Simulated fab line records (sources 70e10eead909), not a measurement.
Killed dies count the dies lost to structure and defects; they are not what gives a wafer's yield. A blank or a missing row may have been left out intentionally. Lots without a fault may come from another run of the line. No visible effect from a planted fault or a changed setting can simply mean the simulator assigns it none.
fab line records	flow nand_harc
[record] lots = 12	wafers = 36	last_day = 32
route steps=1302 shown P_GATE@187
lots with no fault: from the same line, run without faults
start_h: the number of hours between the record's first day and the start of the first shown wafer of the lot	wait_h: hours elapsed since this lot's preceding step	" same as the row above	L1.1+2: a single row standing in for several wafers	- no value present, or no start provided	* or withheld: withheld	< > ~ a bound
route shown NAME@n: names a module that has steps shown in the file, with the first one's number in the route	usual: the fault-free wafers' mean and standard deviation	same: alike in all rows	chamber/n: place in a boat	sites: readings site by site	_std_site: standard deviation across them	_edge_site: the outer-site mean with the inner-site mean subtracted	radius_mm: how far each site lies from the wafer's centre	mask NAME#n: copy n	behind: the tool/chamber that last shaped the wafer	hold: why the lot went on hold/how many hours it stayed there/how the hold came to an end	device: names the non-switching transistor (n, p or np)	end of line: the same wafers' tests at the end of the route	step lacking rows: just its recipe	killed: dies lost to structure and defects at the first sort, not the wafer's yield	map: a wafer's dies, x killed, . not, _ none there
set.NAME: setting as actually run; set.NAME@STEP: the setting as run at that earlier step	model.NAME: the simulator's own value behind a step, which no gauge read
a sample of lots followed through the steps of the route, with each step as a table and each wafer as a row
services: when a tool's chamber went out of use (start_h, in hours from the record's first day, below 0 if earlier), for how many hours, and the reason
[[steps]]
[step NHARC_P_GATE_DESCUM_61]
[recipe] time_s = 3	o2_flow_sccm = 200	ar_flow_sccm = 0	bias_power_w = 0	chemistry = O2
[usual] drypump_motor_current_A = 5.8/0.46	mfc_ar_sccm = 0.014/0.015	oes_product_au = 1.001/0.0081	rf_vpp_V = 57.8/1	showerhead_plenum_p_Torr = 1.92/0.094	throttle_valve_pct = 11.311/0.0091
lot.wafer	tool	chamber	start_h	wait_h	drypump_motor_current_A	mfc_ar_sccm	oes_product_au	rf_hours_counter_h	rf_vpp_V	showerhead_plenum_p_Torr	throttle_valve_pct
L723.4	rie_diel-03	2	120.11	-	6.6	0.013	1.004	1	58.0	2.06	11.318
L723.3	"	3	"	"	5.2	0.006	1.011	0	58.4	1.86	11.310
L723.2	"	1	"	"	5.6	0	1.007	1	56.3	1.78	11.324
L725.1	rie_diel-07	3	143.84	-	6.0	0.033	1.011	1	58.3	1.96	11.318
L725.4	"	0	"	"	6.3	0.011	0.990	-	57.0	1.90	11.315
L725.5	"	1	"	"	5.6	0	0.991	-	57.2	1.84	11.307
L726.2	rie_diel-07	3	148.35	-	6.0	0.033	1.024	1	58.1	1.96	11.309
L726.3	"	0	"	"	6.3	0.011	1.001	1	58.9	1.90	11.320
L726.5	"	2	"	"	5.3	0	1.010	-	57.7	1.85	11.300
L727.3	rie_diel-07	2	160.72	-	5.4	0	0.996	0	58.3	1.85	11.300
L727.2	"	1	"	"	5.6	0	0.993	1	56.9	1.84	11.298
L727.5	"	2	"	"	5.4	0	1.006	-	58.1	1.85	11.308
L729.1	rie_diel-05	1	180.47	-	5.7	0.043	0.999	8	59.3	2.02	11.310
L729.2	"	0	"	"	6.3	0	1.021	7	58.8	1.96	11.315
L729.5	"	1	"	"	5.7	0.043	1.010	-	57.6	2.02	11.303
L731.3	rie_diel-03	2	197.36	-	6.6	0.013	1.003	7	59.8	2.06	11.319
L731.2	"	1	"	"	5.6	0	1.011	7	55.9	1.78	11.304
L731.6	"	0	"	"	5.5	0.036	0.996	-	57.1	1.86	11.316
L733.2	rie_diel-07	3	221.02	-	6.0	0.033	1.002	4	56.8	1.96	11.311
L733.5	"	2	"	"	5.4	0	1.004	-	57.6	1.85	11.297
L733.6	"	3	"	"	6.0	0.033	1.003	-	58.0	1.96	11.313
L734.4	rie_diel-07	3	235.48	-	6.0	0.033	1.011	5	57.3	1.96	11.323
L734.2	"	2	"	"	5.4	0	1.010	5	59.0	1.85	11.319
L734.5	"	3	"	"	6.0	0.033	1.002	-	58.0	1.96	11.313
L735.2	rie_diel-03	2	236.64	-	6.6	0.013	1.010	9	58.3	2.06	11.306
L735.4	"	3	"	"	5.2	0.006	1.002	1	58.2	1.86	11.322
L735.3	"	0	"	"	5.5	0.036	1.006	9	56.3	1.85	11.306
L736.4	rie_diel-07	3	266.63	-	6.0	0.033	1.003	6	56.7	1.96	11.327
L736.3	"	0	"	"	6.3	0.011	1.001	7	58.3	1.90	11.304
L736.6	"	2	"	"	5.4	0	1.001	-	57.1	1.85	11.320
L739.1	rie_diel-05	3	285.08	-	6.0	0	1.005	5	57.8	2.00	11.319
L739.3	"	0	"	"	6.3	0	1.004	4	59.8	1.96	11.301
L739.4	"	2	"	"	5.1	0.025	1.003	3	57.9	2.06	11.304
L744.1	rie_diel-03	0	327.60	-	5.5	0.036	1.005	2	56.4	1.85	11.314
L744.6	"	1	"	"	5.6	0	1.005	-	57.2	1.78	11.311
L744.5	"	2	"	"	6.6	0.013	1.014	-	59.2	2.06	11.316
[step NHARC_P_GATE_STRIP_112]
[recipe] power_w = 1500	temp_c = 110	time_s = 200	chemistry = N2/H2
[usual] drypump_motor_current_A = 5.5/0.64	heater_power_w = 89/5
lot.wafer	tool	chamber	start_h	wait_h	drypump_motor_current_A	heater_power_w	rf_hours_counter_h
L723.2	plasma_asher-01	0	120.53	0.2	4.9	92	27
L723.3	"	1	"	"	6.5	81	-
L723.4	"	0	"	"	4.9	96	-
L725.1	plasma_asher-02	0	144.20	0.2	5.5	93	13
L725.4	"	0	"	"	5.5	96	-
L725.5	"	1	"	"	5.2	87	-
L726.2	plasma_asher-02	0	148.71	0.2	5.5	96	15
L726.3	"	1	"	"	5.1	88	-
L726.5	"	0	"	"	5.5	96	-
L727.2	plasma_asher-01	1	161.13	0.2	6.5	85	34
L727.3	"	1	"	"	6.5	82	-
L727.5	"	1	"	"	6.5	84	-
L729.2	plasma_asher-02	0	180.84	0.2	5.5	98	23
L729.1	"	1	"	"	5.2	88	23
L729.5	"	1	"	"	5.2	85	-
L731.2	plasma_asher-02	0	197.75	0.2	5.5	97	27
L731.3	"	0	"	"	5.5	96	-
L731.6	"	0	"	"	5.5	95	-
L733.2	plasma_asher-01	1	221.38	0.2	6.5	84	9
L733.5	"	1	"	"	6.5	86	-
L733.6	"	0	"	"	4.9	92	-
L734.2	plasma_asher-01	0	235.85	0.2	4.9	92	13
L734.4	"	1	"	"	6.5	84	-
L734.5	"	0	"	"	4.9	93	-
L735.2	plasma_asher-02	0	237.06	0.2	5.5	96	33
L735.3	"	1	"	"	5.2	86	-
L735.4	"	0	"	"	5.5	97	-
L736.4	plasma_asher-01	0	267.06	0.2	4.9	94	-
L736.3	"	1	"	"	6.5	83	-
L736.6	"	0	"	"	4.9	92	-
L739.1	plasma_asher-01	1	285.45	0.2	6.5	82	25
L739.4	"	1	"	"	6.5	85	-
L739.3	"	0	"	"	4.9	93	-
L744.1	plasma_asher-01	1	327.93	0.2	6.5	86	35
L744.5	"	1	"	"	6.6	85	-
L744.6	"	0	"	"	4.9	93	-
[step NHARC_P_GATE_EXPOSE_88]
[recipe] na = 0.6	target_cd_nm = 2000	dose_mj = 11.87	mask_id = P_HVN
lot.wafer	tool	chamber	start_h	wait_h	mask
L723.2+3+4	krf_scanner-02	0	121.52	-	P_HVN#0
L725.1+4+5	krf_scanner-01	0	145.23	-	P_HVN#0
L726.2+3+5	krf_scanner-03	0	149.74	-	P_HVN#0
L727.2+3+5	krf_scanner-01	0	162.11	-	P_HVN#0
L729.1+2+5	krf_scanner-01	0	181.88	-	P_HVN#0
L731.2+3+6	krf_scanner-03	0	198.67	-	P_HVN#0
L733.2+5+6	krf_scanner-02	0	222.47	-	P_HVN#0
L734.2+4+5	krf_scanner-01	0	236.88	-	P_HVN#0
L735.2+3+4	krf_scanner-03	0	238.04	-	P_HVN#0
L736.3+4+6	krf_scanner-01	0	268.01	-	P_HVN_R1#0
L739.1+3+4	krf_scanner-02	0	286.48	-	P_HVN#0
L744.1+5+6	krf_scanner-01	0	328.95	-	P_HVN#0
[step NHARC_P_GATE_CD_MEAS_91]
[recipe] target_cd_nm = 2000	landing_energy_ev = 500
[usual] cd_nm = 2000.2/1.4
lot.wafer	tool	chamber	start_h	wait_h	hold	cd_nm
L723.2	cd_sem-01	0	121.67	-	-	2002.3
L723.3	"	0	"	"	-	1999.7
L723.4	"	0	"	"	-	2001.1
L725.1	cd_sem-03	0	145.39	-	-	2000.1
L725.4	"	0	"	"	-	2001.8
L725.5	"	0	"	"	-	2001.6
L726.2	cd_sem-01	0	149.89	-	-	1999.7
L726.3	"	0	"	"	-	2000.7
L726.5	"	0	"	"	-	1996.6
L727.2	cd_sem-03	0	162.27	-	-	1999.5
L727.3	"	0	"	"	-	1999.5
L727.5	"	0	"	"	-	1999.6
L729.1	cd_sem-03	0	182.04	-	-	2000.0
L729.2	"	0	"	"	-	2000.2
L729.5	"	0	"	"	-	1999.8
L731.2	cd_sem-02	0	198.82	-	-	2000.0
L731.3	"	0	"	"	-	1998.2
L731.6	"	0	"	"	-	2001.2
L733.2	cd_sem-03	0	222.62	-	-	1999.9
L733.5	"	0	"	"	-	1999.9
L733.6	"	0	"	"	-	1999.7
L734.2	cd_sem-01	0	237.03	-	-	2001.0
L734.4	"	0	"	"	-	2000.7
L734.5	"	0	"	"	-	2000.8
L735.2	cd_sem-03	0	238.19	-	-	1999.9
L735.3	"	0	"	"	-	1999.4
L735.4	"	0	"	"	-	2000.2
L736.3	cd_sem-01	0	268.16	-	await_dispo/0.2h/release	2018.4
L736.4	"	0	"	"	await_dispo/0.2h/release	2019.5
L736.6	"	0	"	"	await_dispo/0.2h/release	2020.3
L736.3	cd_sem-01	0	-	-	-	2018.2
L736.4	"	0	"	"	-	2019.5
L736.6	"	0	"	"	-	2020.1
L739.1	cd_sem-02	0	286.64	-	-	2002.0
L739.3	"	0	"	"	-	1999.5
L739.4	"	0	"	"	-	2003.1
L744.1	cd_sem-02	0	329.11	-	-	2002.0
L744.5	"	0	"	"	-	1999.3
L744.6	"	0	"	"	-	1999.8
[step NHARC_P_GATE_RTA_64]
[recipe] temp_c = 1050	time_s = 1
[usual] lamp_power_pct = 36.6/0.47	wafer_temp_C_max = 1054.6/0.89
lot.wafer	tool	chamber	start_h	wait_h	lamp_power_pct	wafer_temp_C_max
L723.2	rtp_anneal-02	0	123.51	-	37.1	1054.6
L723.3	"	0	"	"	37.1	1055.1
L723.4	"	0	"	"	37.1	1055.9
L725.1	rtp_anneal-02	0	147.23	-	37.2	1054.0
L725.4	"	0	"	"	37.2	1053.2
L725.5	"	0	"	"	37.1	1055.5
L726.2	rtp_anneal-01	0	151.76	-	36.3	1055.0
L726.3	"	0	"	"	36.1	1054.2
L726.5	"	0	"	"	36.2	1055.0
L727.2	rtp_anneal-01	0	164.11	-	36.2	1055.7
L727.3	"	0	"	"	36.2	1053.9
L727.5	"	0	"	"	36.1	1054.8
L729.1	rtp_anneal-02	0	183.84	-	37.1	1053.6
L729.2	"	0	"	"	37.0	1053.1
L729.5	"	0	"	"	37.0	1053.2
L731.2	rtp_anneal-02	0	200.67	-	37.1	1054.7
L731.3	"	0	"	"	37.1	1055.2
L731.6	"	0	"	"	37.1	1054.6
L733.2	rtp_anneal-01	0	224.44	-	36.2	1055.5
L733.5	"	0	"	"	36.2	1053.3
L733.6	"	0	"	"	36.2	1054.4
L734.2	rtp_anneal-01	0	238.87	-	36.1	1055.6
L734.4	"	0	"	"	36.2	1054.2
L734.5	"	0	"	"	36.2	1054.3
L735.2	rtp_anneal-01	0	240.04	-	36.2	1055.3
L735.3	"	0	"	"	36.2	1053.6
L735.4	"	0	"	"	36.2	1055.1
L736.3	rtp_anneal-01	0	275.42	-	36.1	1053.3
L736.4	"	0	"	"	36.2	1054.9
L736.6	"	0	"	"	36.2	1054.8
L739.1	rtp_anneal-01	0	288.45	-	36.2	1053.9
L739.3	"	0	"	"	36.2	1054.0
L739.4	"	0	"	"	36.2	1055.7
L744.1	rtp_anneal-02	0	330.92	-	37.1	1055.6
L744.5	"	0	"	"	37.2	1055.0
L744.6	"	0	"	"	37.0	1055.5
[[services]]
tool	chamber	start_h	hours	kind
rie_diel-03	-	104.40	9.0	pm
rie_diel-07	-	117.20	9.0	pm
rie_diel-03	3	126.11	81.9	repair
rie_diel-05	-	130.95	1.1	repair
plasma_asher-01	-	133.58	0.5	repair
rie_diel-07	2	133.93	11.8	repair
krf_scanner-01	-	140.00	4.0	pm
krf_scanner-02	-	150.59	0.2	repair
plasma_asher-01	-	165.31	9.0	pm
rie_diel-07	3	199.32	8.3	repair
krf_scanner-03	-	224.00	4.0	pm
rie_diel-03	-	246.68	0.6	repair
plasma_asher-02	-	249.29	9.0	pm
rie_diel-07	2	260.33	5.0	repair
plasma_asher-02	-	263.96	8.2	repair
krf_scanner-02	-	266.00	4.0	pm
rie_diel-07	1	274.83	37.0	repair
rie_diel-03	-	281.40	9.0	pm
krf_scanner-01	-	284.57	0.2	repair
rie_diel-07	-	294.20	9.0	pm
krf_scanner-01	-	298.01	2.1	repair
krf_scanner-01	-	312.00	4.0	pm
rie_diel-03	2	316.68	10.1	repair
krf_scanner-03	-	317.09	0.4	repair
[[key]]
[first_sign] step = NHARC_P_GATE_EXPOSE_88	reading = mask	direction = changed
[effect] step = NHARC_P_GATE_CD_MEAS_91	reading = visit	direction = added
[effect] step = NHARC_P_GATE_CD_MEAS_91	reading = cd_nm	direction = up	sigmas = 14	usual = 2000.2	struck = 2019.4
met_at NHARC_P_GATE_EXPOSE_88
struck_lots L736
tester_left_out L736
not_acting_at NHARC_P_GATE_DESCUM_61,NHARC_P_GATE_STRIP_112,NHARC_P_GATE_RTA_64
onset_between 236.88 268.01
[fault] kind = wrong_mask	tool = any	chamber = -	onset_h = 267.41	steps = NHARC_P_GATE_EXPOSE_88	aux_copy = P_HVN_R1#0	cd_offset_nm = 16.795	scope = struck_lots_only
// tester_left_out: of these lots the tester's yield and bins aren't shown, on N5 and GAA mostly nor the transistor test; their killed dies are dies lost to structure and defects alone, not to doping, threshold or leakage, so they don't give the yield
